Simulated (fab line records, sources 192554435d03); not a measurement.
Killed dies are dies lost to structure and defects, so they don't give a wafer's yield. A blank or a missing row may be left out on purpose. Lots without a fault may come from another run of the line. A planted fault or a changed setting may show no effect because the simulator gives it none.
Split-lot experiment | flow n5_finfet | 7 lots, 39 wafers read, on a route of 1938 steps

THE SPLIT
At N5_ZERO_LAYER_ETCH_18 (etches Si in HBr/Cl2, target depth 120 nm, time 40 s), the setting target_depth_a was moved away from the recipe's 1200 angstrom on 12 of the 39 wafers read, by -40.0% to +44.3%. The other wafers ran this setting at the recipe's value.

The reading is taken at the split's own step.

THE READING
coat_of_ZERO_LAYER_COAT_05.thk_nm (the simulator's own value, which no gauge read), in nm, at N5_ZERO_LAYER_ETCH_18 (etches Si in HBr/Cl2, target depth 120 nm, time 40 s). The file gives no usual value for it. The 27 wafers here that ran the recipe average 930.9 nm, standard deviation 2.3 nm.

wafer  | tool, chamber at the split | target_depth_a as run, angstrom | against the recipe | coat_of_ZERO_LAYER_COAT_05.thk_nm, nm | against lot-mates on the recipe
L074.1 | rie_si-05, 2               | 1200                            | recipe             | 937.2                                 | -
L074.2 | rie_si-05, 1               | 719.8                           | -40.0%             | 952.6                                 | +17.4
L074.3 | rie_si-05, 3               | 719.8                           | -40.0%             | 953.1                                 | +17.9
L074.4 | rie_si-05, 2               | 1200                            | recipe             | 933.1                                 | -
L074.5 | rie_si-05, 3               | 719.8                           | -40.0%             | 951.2                                 | +16.0
L074.6 | rie_si-05, 1               | 1200                            | recipe             | 935.2                                 | -
L079.3 | rie_si-04, 3               | 1200                            | recipe             | 927.9                                 | -
L079.5 | rie_si-04, 0               | 1200                            | recipe             | 927.8                                 | -
L079.6 | rie_si-04, 3               | 1200                            | recipe             | 928.2                                 | -
L082.1 | rie_si-03, 2               | 1200                            | recipe             | 932.2                                 | -
L082.2 | rie_si-03, 0               | 1200                            | recipe             | 932.6                                 | -
L082.3 | rie_si-03, 1               | 1200                            | recipe             | 932.6                                 | -
L082.4 | rie_si-03, 3               | 1200                            | recipe             | 933.8                                 | -
L082.5 | rie_si-03, 2               | 1200                            | recipe             | 929.7                                 | -
L082.6 | rie_si-03, 1               | 1200                            | recipe             | 932.1                                 | -
L084.1 | rie_si-05, 0               | 1200                            | recipe             | 929.2                                 | -
L084.2 | rie_si-05, 3               | 1732                            | +44.3%             | 912.5                                 | -16.8
L084.3 | rie_si-05, 1               | 1200                            | recipe             | 927.9                                 | -
L084.4 | rie_si-05, 2               | 1732                            | +44.3%             | 911.3                                 | -18.0
L084.5 | rie_si-05, 2               | 1732                            | +44.3%             | 911.5                                 | -17.8
L084.6 | rie_si-05, 1               | 1200                            | recipe             | 930.7                                 | -
L085.1 | rie_si-04, 3               | 1200                            | recipe             | 930.8                                 | -
L085.2 | rie_si-04, 1               | 1200                            | recipe             | 928.8                                 | -
L085.3 | rie_si-04, 0               | 1200                            | recipe             | 931                                   | -
L085.4 | rie_si-04, 2               | 1200                            | recipe             | 931.3                                 | -
L085.5 | rie_si-04, 3               | 1200                            | recipe             | 930.1                                 | -
L085.6 | rie_si-04, 0               | 1200                            | recipe             | 929.5                                 | -
L089.1 | rie_si-05, 1               | 1470                            | +22.5%             | 921.2                                 | -9.1
L089.2 | rie_si-05, 2               | 1200                            | recipe             | 931.5                                 | -
L089.3 | rie_si-05, 0               | 1200                            | recipe             | 928.5                                 | -
L089.4 | rie_si-05, 3               | 1470                            | +22.5%             | 921.8                                 | -8.5
L089.5 | rie_si-05, 3               | 1200                            | recipe             | 930.9                                 | -
L089.6 | rie_si-05, 0               | 1470                            | +22.5%             | 916.1                                 | -14.2
L094.1 | rie_si-05, 0               | 1200                            | recipe             | 928.4                                 | -
L094.2 | rie_si-05, 2               | 1501                            | +25.1%             | 920.1                                 | -10.3
L094.3 | rie_si-05, 1               | 1200                            | recipe             | 931.5                                 | -
L094.4 | rie_si-05, 3               | 1501                            | +25.1%             | 920.4                                 | -10.0
L094.5 | rie_si-05, 1               | 1200                            | recipe             | 931.3                                 | -
L094.6 | rie_si-05, 0               | 1501                            | +25.1%             | 918                                   | -12.4

THE FIT
A straight line over all 39 wafers: coat_of_ZERO_LAYER_COAT_05.thk_nm changes by -0.481 nm for each +1% of target_depth_a; r = -0.97; the points scatter about the line by 2.3 nm.
The same after taking each lot's own level away (the mean of its wafers on the recipe; 39 wafers): -0.42 nm for each +1%; r = -0.99; scatter 1.4 nm.
On that fit, the largest move of target_depth_a shifts the reading by 19 nm.
The lots' own levels span 927.97 to 935.17 nm, that is 3.2 times the standard deviation above.
So the lot-to-lot level changes the slope: the two fits differ.
Check: with one of the wafers moved furthest among these (+44.3%) left out of the fit, the line predicts -18.9 nm for it against its lot-mates. It came out at -16.8 nm against them.

THE WHOLE CHAIN: every reading that the file lists as answering this split, in the file's order
step                   | what it does                                         | reading                                                                            | change (the file's fit)              | r (the file's)
N5_ZERO_LAYER_ETCH_18  | etches Si in HBr/Cl2, target depth 120 nm, time 40 s | etch.depth_nm (the simulator's own value, which no gauge read)                     | +1.21 nm for each +1% of the setting | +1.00
N5_ZERO_LAYER_ETCH_18  | etches Si in HBr/Cl2, target depth 120 nm, time 40 s | ZERO_LAYER.feature_depth_nm (the simulator's own value, which no gauge read)       | +1.21 nm for each +1% of the setting | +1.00
N5_ZERO_LAYER_ETCH_18  | etches Si in HBr/Cl2, target depth 120 nm, time 40 s | coat_of_ZERO_LAYER_COAT_05.thk_nm (the simulator's own value, which no gauge read) | -0.42 nm for each +1% of the setting | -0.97
N5_ZERO_LAYER_STRIP_24 | strips in O2                                         | strip_time_to_endpoint_s                                                           | withheld for each +1% of the setting | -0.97

THE FILE'S OWN FIT
coat_of_ZERO_LAYER_COAT_05.thk_nm changes by -0.42 nm for each +1% of target_depth_a, r = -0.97.
